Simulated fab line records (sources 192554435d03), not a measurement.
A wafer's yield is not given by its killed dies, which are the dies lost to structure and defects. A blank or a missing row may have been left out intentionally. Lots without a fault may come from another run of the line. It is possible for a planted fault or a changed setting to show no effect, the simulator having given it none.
Which of the tools did it?	flow n5 finfet	33 wafers from 11 lots sampled at 4 of the route's 1938 steps

== WHAT EACH GAUGE READ, for each wafer ==
N5_PASSIVATION_CD_MEAS_10 targets a cd of 3000 nm.
lot	measured	on	cd nm (nm)
L405	day 12 11:23	cd sem-01	3001.6 3001.4 3004.5
L406	day 12 13:01	cd sem-03	2999.4 2998.4 3002.5
L408	day 13 03:59	cd sem-02	2998.2 3000.0 2998.1
L409	day 13 04:17	cd sem-02	2998.9 3001.3 3001.7
L413	day 14 08:49	cd sem-02	3000.1 3002.2 2997.2
L416	day 15 13:44	cd sem-03	2999.1 2996.8 2995.4
L422	day 15 18:56	cd sem-01	2998.5 3001.4 2999.4
L421	day 15 23:41	cd sem-03	3001.3 2998.9 2996.9
L425	day 17 01:52	cd sem-02	3003.4 3000.2 2999.9
L423	day 17 06:04	cd sem-02	3001.2 3002.4 3001.1
L424	day 17 07:13	cd sem-03	3002.4 2998.5 2999.1

N5_PASSIVATION_CD_MEAS_30 targets a cd of 4000 nm.
lot	measured	on	cd nm (nm)
L405	day 12 13:02	cd sem-03	4000.2 4005.2 4001.6
L406	day 12 14:51	cd sem-03	4001.2 3999.6 3999.4
L408	day 13 05:45	cd sem-02	3998.2 3999.9 3998.5
L409	day 13 06:14	cd sem-02	4000.6 3998.1 4002.3
L413	day 14 10:52	cd sem-01	3996.5 3998.2 3997.5
L416	day 15 15:35	cd sem-02	4004.4 4001.8 4003.1
L422	day 15 21:34	cd sem-01	4001.4 4001.1 4004.4
L421	day 16 01:17	cd sem-03	3999.1 4000.7 4001.0
L425	day 17 04:09	cd sem-02	3998.4 3997.1 3999.9
L423	day 17 08:10	cd sem-02	3998.3 3997.5 3996.5
L424	day 17 08:36	cd sem-03	4001.3 3997.1 3998.6

== EACH LOT AND THE TOOL THAT RAN IT (in order: tool; ch and the chambers of the sampled wafers; start) ==
lot	N5_BEOL_M13_ETCH_67	N5_PASSIVATION_DESCUM_12
L405	rie diel-04 ch 1,3, day 11 09:16	rie diel-01 ch 0,1,2, day 12 11:34
L406	rie diel-04 ch 0,3, day 11 14:02	rie diel-05 ch 0,2, day 12 13:08
L408	rie diel-04 ch 0,1,3, day 11 23:05	rie diel-05 ch 0,1,2, day 13 04:15
L409	rie diel-05 ch 1,2,3, day 12 04:14	rie diel-04 ch 0,2, day 13 04:37
L413	rie diel-05 ch 0,2, day 13 08:37	rie diel-01 ch 0,1, day 14 09:11
L416	rie diel-05 ch 0,1,2, day 14 12:52	rie diel-05 ch 0,2,3, day 15 13:50
L422	rie diel-01 ch 0,1, day 14 16:03	rie diel-01 ch 0,2,3, day 15 19:22
L421	rie diel-01 ch 0,1, day 15 01:22	rie diel-01 ch 1,2,3, day 16 00:01
L425	rie diel-04 ch 0,2,3, day 16 00:29	rie diel-01 ch 1,2,3, day 17 01:57
L423	rie diel-01 ch 0,1,2, day 16 03:43	rie diel-01 ch 0,1,3, day 17 06:12
L424	rie diel-01 ch 0,1,2, day 16 04:16	rie diel-01 ch 2,3, day 17 07:19
- N5_BEOL_M13_ETCH_67: etches SiARC in CF4, target depth 143 nm, time 238.3 s.
- N5_PASSIVATION_DESCUM_12: chemistry O2, time 7.9 s.

== WHAT THE TOOLS THEMSELVES READ (means of the sampled wafers that have a number; where no wafer has one, the mark that the record gives instead) ==
N5_BEOL_M13_ETCH_67.
lot	tool	drypump motor current A (A)	etch rf on time s (s)	oes product au (a.u.)	rf vpp V (V)	showerhead plenum p Torr (Torr)	throttle valve pct (%)
L405	rie diel-04	5.7	235	0.75	185.6	2.27	15.45
L406	rie diel-04	5.3	229	0.68	183.7	2.18	15.50
L408	rie diel-04	5.5	229	0.70	185.5	2.22	15.53
L409	rie diel-05	5.9	234	0.64	184.5	2.14	15.78
L413	rie diel-05	5.5	241	0.68	184.5	2.15	15.72
L416	rie diel-05	5.8	239	0.67	184.1	2.13	15.73
L422	rie diel-01	6.1	234	0.63	184.0	2.15	15.57
L421	rie diel-01	6.2	236	0.62	184.4	2.15	15.57
L425	rie diel-04	5.5	234	0.68	185.1	2.22	15.48
L423	rie diel-01	5.8	238	0.63	183.9	2.11	15.64
L424	rie diel-01	5.8	239	0.63	183.5	2.11	15.64

N5_PASSIVATION_DESCUM_12.
lot	tool	drypump motor current A (A)	oes product au (a.u.)	rf vpp V (V)	showerhead plenum p Torr (Torr)	throttle valve pct (%)
L405	rie diel-01	5.8	0.76	242.7	2.07	20.41
L406	rie diel-05	5.5	0.80	243.6	2.12	20.62
L408	rie diel-05	5.8	0.80	242.4	2.09	20.58
L409	rie diel-04	5.4	0.82	244.3	2.17	20.18
L413	rie diel-01	6.2	0.76	243.4	2.06	20.25
L416	rie diel-05	5.8	0.85	243.3	2.12	20.41
L422	rie diel-01	5.7	0.72	242.0	2.08	20.51
L421	rie diel-01	5.8	0.75	242.1	2.03	20.41
L425	rie diel-01	5.8	0.74	241.6	2.03	20.42
L423	rie diel-01	6.1	0.73	242.9	2.07	20.36
L424	rie diel-01	5.4	0.74	243.1	2.04	20.59

== THE ANSWER, worked out from the rows above alone ==
Rule: the usual values come from the lots themselves. Put in order of their means at a reading, lots are off if they are a third of the lots or fewer, leave a main group of 4 or more, and stand apart from it by a gap of 3 or more times the standard deviation of the main group's means; of several such gaps the widest counts. A main group is skipped when, at the precision printed for the reading in the tables above, its means are all equal. A lot without any number at a reading at which 4 lots or more have one is off too. The other lots that the step has rows for count as sound. First the gauges in route order, then the tools' own readings, where a lot's mean is used as printed above. The first step at which some lot is off is used, and at that step the reading that is off furthest; a lot without a number counts as furthest.
No lot is off on any of the readings shown, so nothing can be concluded from this.

== WHAT HAD BEEN PUT IN BY THE SIMULATOR ==
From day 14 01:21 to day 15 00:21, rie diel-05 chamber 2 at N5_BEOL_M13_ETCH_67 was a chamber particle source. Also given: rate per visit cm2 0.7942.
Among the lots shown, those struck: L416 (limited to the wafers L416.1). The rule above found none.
